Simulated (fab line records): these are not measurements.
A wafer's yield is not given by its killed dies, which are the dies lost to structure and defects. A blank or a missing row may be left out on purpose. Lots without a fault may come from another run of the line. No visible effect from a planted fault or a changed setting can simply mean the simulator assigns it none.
Matching of chambers -- flow n5Finfet -- rieDiel-02 running N5_FIN_SAQP_ETCH_57: 4 sister chambers
The step etches SiNx in CH3F/O2, target depth 32.5 nm, time 46.4 s. 14 wafers are shown with their chamber, then 7 later ones without.

WAFERS, EACH WITH ITS CHAMBER
wafer,chamber,drypumpMotorCurrentA (A),showerheadPlenumPTorr (Torr),throttleValvePct (%)
L077.2,1,6.3,1.99,16.17
L077.5,1,6.3,1.99,16.16
L077.6,2,5.1,2.02,16.75
L081.2,3,5.9,2.02,16.56
L081.5,0,6.6,2.11,16.20
L081.6,3,5.9,2.02,16.57
L084.3,3,5.9,2.02,16.59
L084.4,0,6.5,2.11,16.20
L084.6,0,6.5,2.11,16.20
L088.1,2,5.1,2.01,16.81
L088.3,1,6.3,1.98,16.21
L088.5,2,5.1,2.01,16.79
L090.2,0,6.5,2.11,16.25
L090.5,1,6.3,1.98,16.22

SIGNATURES (means of the wafers above)
reading,chamber 0,chamber 1,chamber 2,chamber 3,scatter within a chamber
drypumpMotorCurrentA,6.525,6.300,5.100,5.900,0.0274
showerheadPlenumPTorr,2.1100,1.9850,2.0133,2.0200,0.00408
throttleValvePct,16.2125,16.1900,16.7833,16.5733,0.0261
Rule: a wafer's distance from a chamber is the root of the sum, over the readings, of the square of ((its reading less the chamber's mean) divided by the reading's scatter). The wafer belongs to the nearest chamber; if the next one is less than 2 further off, it can't be placed. How the scatter is found: for the shown wafers, subtract from each reading the mean of its chamber, square and add these, divide the total by (wafers less chambers), then take the root.

WAFERS WHOSE CHAMBER IS MISSING
wafer,drypumpMotorCurrentA (A),showerheadPlenumPTorr (Torr),throttleValvePct (%)
L090.6,6.5,2.11,16.23
L093.2,5.1,2.01,16.83
L093.4,6.5,2.11,16.25
L093.5,5.9,2.01,16.62
L095.2,5.9,2.01,16.63
L095.3,6.6,2.11,16.26
L095.5,6.5,2.11,16.25

WHICH CHAMBER EACH WENT THROUGH
wafer,from the rows above,in truth
L090.6,0,0
L093.2,2,2
L093.4,0,0
L093.5,3,3
L095.2,3,3
L095.3,0,0
L095.5,0,0
Correctly placed: 7 of 7. Not placeable from these rows: 0. Placed wrongly: 0.
